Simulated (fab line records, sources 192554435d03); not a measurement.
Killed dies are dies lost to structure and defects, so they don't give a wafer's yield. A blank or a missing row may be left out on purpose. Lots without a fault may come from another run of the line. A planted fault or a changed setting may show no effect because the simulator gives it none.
Which tool did it? | flow n5_finfet | 8 lots, 24 wafers sampled, at 7 steps of a route of 1938

WHAT THE GAUGES READ, wafer by wafer
N5_SD_EPI_P_INSPECT_11: inspects for defects (macro). Usual: raw_defect_count 2.2, standard deviation 1.4.
lot  | measured    | on                | raw_defect_count | flag
L612 | day 3 12:40 | defect_inspect-01 | 2 2 5            |
L616 | day 4 11:46 | defect_inspect-02 | 3 1 2            |
L620 | day 5 11:34 | defect_inspect-02 | 3 4 4            |
L627 | day 7 08:05 | defect_inspect-02 | 2 2 2            |
L628 | day 7 10:54 | defect_inspect-02 | 2 3 2            |
L629 | day 7 18:16 | defect_inspect-02 | 2 1 2            |
L634 | day 8 22:23 | defect_inspect-02 | 4 1 1            |
L633 | day 9 02:14 | defect_inspect-02 | 3 0 3            |

N5_SD_EPI_P_INSPECT_26: inspects for defects (darkfield). Usual: raw_defect_count 161, standard deviation 29.
lot  | measured    | on                | raw_defect_count | flag
L612 | day 3 16:28 | defect_inspect-02 | 147 132 135      |
L616 | day 4 15:57 | defect_inspect-02 | 123 195 156      |
L620 | day 5 16:22 | defect_inspect-02 | 160 153 129      |
L627 | day 7 13:04 | defect_inspect-02 | 448 427 460      | OFF
L628 | day 7 14:40 | defect_inspect-02 | 131 125 97       |
L629 | day 7 22:52 | defect_inspect-01 | 427 431 409      | OFF
L634 | day 9 02:30 | defect_inspect-02 | 169 135 168      |
L633 | day 9 06:00 | defect_inspect-01 | 175 190 173      |

N5_SD_ACTIVATION_INSPECT_02: inspects for defects (darkfield). Usual: raw_defect_count 161, standard deviation 28.
lot  | measured    | on                | raw_defect_count | flag
L612 | day 3 17:16 | defect_inspect-02 | 141 129 128      |
L616 | day 4 16:43 | defect_inspect-01 | 139 205 163      |
L620 | day 5 17:09 | defect_inspect-01 | 182 164 150      |
L627 | day 7 13:50 | defect_inspect-01 | 464 461 466      | OFF
L628 | day 7 15:43 | defect_inspect-02 | 115 121 93       |
L629 | day 7 23:38 | defect_inspect-01 | 447 431 408      | OFF
L634 | day 9 03:16 | defect_inspect-02 | 167 139 175      |
L633 | day 9 06:46 | defect_inspect-02 | 168 168 158      |

N5_BEOL_M4_RC_MEAS_101. Usual: DIBL_N 35.8 mV/V, standard deviation 1.4; DIBL_P 35.8 mV/V, standard deviation 1.6; IOFF_N 0.152 nA/um, standard deviation 0.021; IOFF_P 0.204 nA/um, standard deviation 0.027; ION_N 672 uA/um, standard deviation 8.7; ION_P 461 uA/um, standard deviation 6.2; SS_N 71.5 mV/dec, standard deviation 0.54; SS_P 73.1 mV/dec, standard deviation 0.57; VT_N 250.0 mV, standard deviation 2.5; VT_P -250.6 mV, standard deviation 2.7.
lot  | measured     | on        | DIBL_N (mV/V)  | DIBL_P (mV/V)  | IOFF_N (nA/um)    | IOFF_P (nA/um)    | ION_N (uA/um) | ION_P (uA/um) | SS_N (mV/dec)  | SS_P (mV/dec)  | VT_N (mV)         | VT_P (mV)            | flag
L612 | day 9 00:26  | prober-01 | 36.7 35.8 35.3 | 38.0 37.4 36.7 | 0.175 0.163 0.156 | 0.212 0.192 0.185 | 683 692 680   | 463 462 461   | 72.8 72.6 72.0 | 73.2 72.9 72.8 | 251.0 249.6 250.9 | -252.0 -252.6 -254.4 |
L616 | day 9 15:29  | prober-01 | 36.1 35.1 35.7 | 38.4 36.2 37.7 | 0.167 0.140 0.160 | 0.224 0.187 0.219 | 683 663 672   | 465 452 467   | 71.4 71.5 71.5 | 73.3 72.1 72.7 | 250.7 252.5 250.2 | -252.5 -252.6 -250.2 |
L620 | day 10 14:46 | prober-02 | 37.4 35.9 35.4 | 36.9 35.8 34.2 | 0.174 0.151 0.139 | 0.204 0.184 0.163 | 678 673 669   | 457 455 452   | 71.3 71.7 71.7 | 72.9 72.6 72.9 | 247.5 249.7 251.3 | -251.8 -251.9 -254.3 |
L627 | day 12 05:37 | prober-02 | 34.4 34.2 34.6 | 35.1 34.7 34.9 | 0.130 0.122 0.126 | 0.181 0.163 0.170 | 669 657 659   | 459 454 455   | 71.3 70.9 71.3 | 72.5 72.5 72.5 | 252.1 253.9 254.7 | -254.1 -255.6 -256.3 |
L628 | day 12 10:43 | prober-02 | 36.3 36.6 37.8 | 33.7 34.8 36.4 | 0.125 0.138 0.153 | 0.179 0.205 0.223 | 666 664 669   | 450 463 467   | 71.3 70.9 71.6 | 72.8 73.0 72.8 | 251.2 248.9 249.4 | -251.7 -248.7 -248.9 |
L629 | day 13 03:52 | prober-01 | 36.2 37.8 36.0 | 35.7 38.1 35.0 | 0.165 0.204 0.163 | 0.241 0.281 0.226 | 672 679 673   | 468 466 461   | 71.8 72.0 72.0 | 73.2 73.2 73.2 | 247.8 245.2 249.5 | -249.2 -245.0 -249.3 |
L634 | day 13 21:54 | prober-01 | 35.5 36.2 35.4 | 34.8 35.3 34.3 | 0.152 0.175 0.147 | 0.199 0.220 0.200 | 663 669 670   | 452 461 460   | 72.0 72.1 71.0 | 72.9 72.5 72.5 | 249.4 246.1 251.8 | -251.6 -247.8 -249.4 |
L633 | day 14 04:25 | prober-02 | 36.5 36.4 36.7 | 34.4 34.3 34.6 | 0.165 0.173 0.174 | 0.203 0.205 0.209 | 681 680 670   | 463 457 466   | 71.1 71.3 71.8 | 74.1 72.7 73.6 | 247.6 247.0 247.0 | -251.2 -249.2 -248.4 |

WHICH TOOL RAN EACH LOT (tool, then ch and the chambers of the sampled wafers, then the start)
lot  | N5_SD_EPI_P_ETCH_36               | N5_SD_EPI_P_ETCH_37               | N5_SD_EPI_P_ETCHBACK_46
L612 | rie_diel-06 ch 0,3, day 3 12:47   | rie_diel-06 ch 0,3, day 3 12:50   | rie_diel-06 ch 0,3, day 3 13:10
L616 | rie_diel-06 ch 0,1, day 4 12:16   | rie_diel-06 ch 0,1, day 4 12:19   | rie_diel-06 ch 0,1, day 4 12:38
L620 | rie_diel-03 ch 0,1,2, day 5 12:41 | rie_diel-03 ch 0,1,2, day 5 12:44 | rie_diel-03 ch 0,1,2, day 5 13:04
L627 | rie_diel-06 ch 0,1,2, day 7 08:33 | rie_diel-06 ch 0,1,2, day 7 08:36 | rie_diel-06 ch 0,1,2, day 7 08:56
L628 | rie_diel-03 ch 1,3, day 7 10:58   | rie_diel-03 ch 1,3, day 7 11:01   | rie_diel-03 ch 1,3, day 7 11:21
L629 | rie_diel-06 ch 0,1, day 7 18:20   | rie_diel-06 ch 0,1, day 7 18:23   | rie_diel-06 ch 0,1, day 7 18:43
L634 | rie_diel-04 ch 2,3, day 8 22:28   | rie_diel-04 ch 2,3, day 8 22:31   | rie_diel-04 ch 2,3, day 8 22:50
L633 | rie_diel-03 ch 0,2,3, day 9 02:18 | rie_diel-03 ch 0,2,3, day 9 02:21 | rie_diel-03 ch 0,2,3, day 9 02:41
- N5_SD_EPI_P_ETCH_36: etches SiARC in CF4, target depth 45.5 nm, time 75.8 s.
- N5_SD_EPI_P_ETCH_37: etches SOC in N2/H2, overetch 108 nm, time 486 s.
- N5_SD_EPI_P_ETCHBACK_46: etches SiNx in CH3F/O2, stops on SiO2, target depth 17.5 nm.

WHAT THE TOOLS THEMSELVES READ (means of the sampled wafers that have a number; where no wafer has one, the mark that the record gives instead)
N5_SD_EPI_P_ETCH_36. Usual: drypump_motor_current_A 5.8 A, standard deviation 0.4; etch_rf_on_time_s 76.1 s, standard deviation 1; oes_product_au 0.65 a.u., standard deviation 0.059; rf_vpp_V 183.9 V, standard deviation 1.2; showerhead_plenum_p_Torr 2.14 Torr, standard deviation 0.071; throttle_valve_pct 15.68 %, standard deviation 0.23.
lot  | tool        | drypump_motor_current_A (A) | etch_rf_on_time_s (s) | oes_product_au (a.u.) | rf_vpp_V (V) | showerhead_plenum_p_Torr (Torr) | throttle_valve_pct (%) | flag
L612 | rie_diel-06 | 5.8                         | 76.4                  | 0.62                  | 184.4        | 2.17                            | 15.82                  |
L616 | rie_diel-06 | 5.8                         | 74.9                  | 0.66                  | 184.1        | 2.12                            | 15.86                  |
L620 | rie_diel-03 | 5.5                         | 77.0                  | 0.61                  | 184.9        | 2.18                            | 15.69                  |
L627 | rie_diel-06 | 5.6                         | 76.4                  | 0.63                  | 184.4        | 2.12                            | 15.91                  |
L628 | rie_diel-03 | 6.1                         | 77.9                  | 0.65                  | 183.8        | 2.11                            | 15.63                  |
L629 | rie_diel-06 | 5.8                         | 75.5                  | 0.63                  | 184.1        | 2.12                            | 15.89                  |
L634 | rie_diel-04 | 5.8                         | 74.4                  | 0.77                  | 184.9        | 2.23                            | 15.41                  |
L633 | rie_diel-03 | 5.8                         | 76.8                  | 0.69                  | 184.5        | 2.15                            | 15.56                  |

N5_SD_EPI_P_ETCH_37. Usual: drypump_motor_current_A 5.8 A, standard deviation 0.4; h2_flow_sccm 200.1 sccm, standard deviation 0.67; oes_product_au 0.68 a.u., standard deviation 0.059; rf_vpp_V 240.6 V, standard deviation 1.4; showerhead_plenum_p_Torr 2.54 Torr, standard deviation 0.087; throttle_valve_pct 23.9 %, standard deviation 0.37.
lot  | tool        | drypump_motor_current_A (A) | h2_flow_sccm (sccm) | oes_product_au (a.u.) | rf_vpp_V (V) | showerhead_plenum_p_Torr (Torr) | throttle_valve_pct (%) | flag
L612 | rie_diel-06 | 5.8                         | 200.0               | 0.65                  | 241.3        | 2.57                            | 24.1                   |
L616 | rie_diel-06 | 5.8                         | 199.2               | 0.68                  | 240.8        | 2.51                            | 24.2                   |
L620 | rie_diel-03 | 5.6                         | 201.0               | 0.64                  | 241.2        | 2.58                            | 23.8                   |
L627 | rie_diel-06 | 5.6                         | 200.5               | 0.67                  | 240.7        | 2.51                            | 24.3                   |
L628 | rie_diel-03 | 6.1                         | 199.9               | 0.68                  | 239.9        | 2.49                            | 23.8                   |
L629 | rie_diel-06 | 5.8                         | 200.3               | 0.66                  | 240.3        | 2.50                            | 24.2                   |
L634 | rie_diel-04 | 5.8                         | 200.4               | 0.79                  | 242.3        | 2.66                            | 23.8                   |
L633 | rie_diel-03 | 5.8                         | 200.6               | 0.73                  | 240.9        | 2.55                            | 23.7                   |

N5_SD_EPI_P_ETCHBACK_46. Usual: drypump_motor_current_A 5.8 A, standard deviation 0.4; oes_product_au 0.65 a.u., standard deviation 0.056; rf_vpp_V 299.6 V, standard deviation 2.1; showerhead_plenum_p_Torr 2.00 Torr, standard deviation 0.069; throttle_valve_pct 16.42 %, standard deviation 0.23.
lot  | tool        | drypump_motor_current_A (A) | oes_product_au (a.u.) | rf_vpp_V (V) | showerhead_plenum_p_Torr (Torr) | throttle_valve_pct (%) | flag
L612 | rie_diel-06 | 5.8                         | 0.62                  | 301.3        | 2.03                            | 16.58                  |
L616 | rie_diel-06 | 5.8                         | 0.65                  | 300.4        | 1.98                            | 16.57                  |
L620 | rie_diel-03 | 5.6                         | 0.61                  | 300.0        | 2.04                            | 16.41                  |
L627 | rie_diel-06 | 5.6                         | 0.64                  | 300.1        | 1.97                            | 16.63                  |
L628 | rie_diel-03 | 6.1                         | 0.65                  | 300.0        | 1.97                            | 16.37                  |
L629 | rie_diel-06 | 5.7                         | 0.63                  | 300.7        | 1.97                            | 16.62                  |
L634 | rie_diel-04 | 5.8                         | 0.75                  | 297.2        | 2.09                            | 16.16                  |
L633 | rie_diel-03 | 5.8                         | 0.69                  | 300.3        | 2.01                            | 16.30                  |

THE ANSWER, worked out from the rows above alone
Rule: a lot is off if the mean of its wafers that have a number lies more than 3 standard deviations from the usual mean. A lot without any number at a reading at which 4 lots or more have one is off too. The other lots that the step has rows for count as sound. The gauges are gone through in route order, then the tools' own readings, and for those a lot's mean is taken as printed above. The first step at which some lot is off is used, and at that step the reading that is off furthest; a lot without a number counts as furthest.
Off: L627, L629, at N5_SD_EPI_P_INSPECT_26 (raw_defect_count).
A tool fits if, at a process step before that reading, it ran every lot that is off, and no sound lot after the first of them. The gauges at N5_SD_EPI_P_INSPECT_26 are tried like those tools. One fits: rie_diel-06 at N5_SD_EPI_P_ETCH_36 and N5_SD_EPI_P_ETCH_37 and N5_SD_EPI_P_ETCHBACK_46. At N5_SD_EPI_P_ETCH_36 its last sound lot is L616 (day 4 12:16), its first lot that is off L627 (day 7 08:33): a fault that began between those two fits.

WHAT THE SIMULATOR HAD PUT IN
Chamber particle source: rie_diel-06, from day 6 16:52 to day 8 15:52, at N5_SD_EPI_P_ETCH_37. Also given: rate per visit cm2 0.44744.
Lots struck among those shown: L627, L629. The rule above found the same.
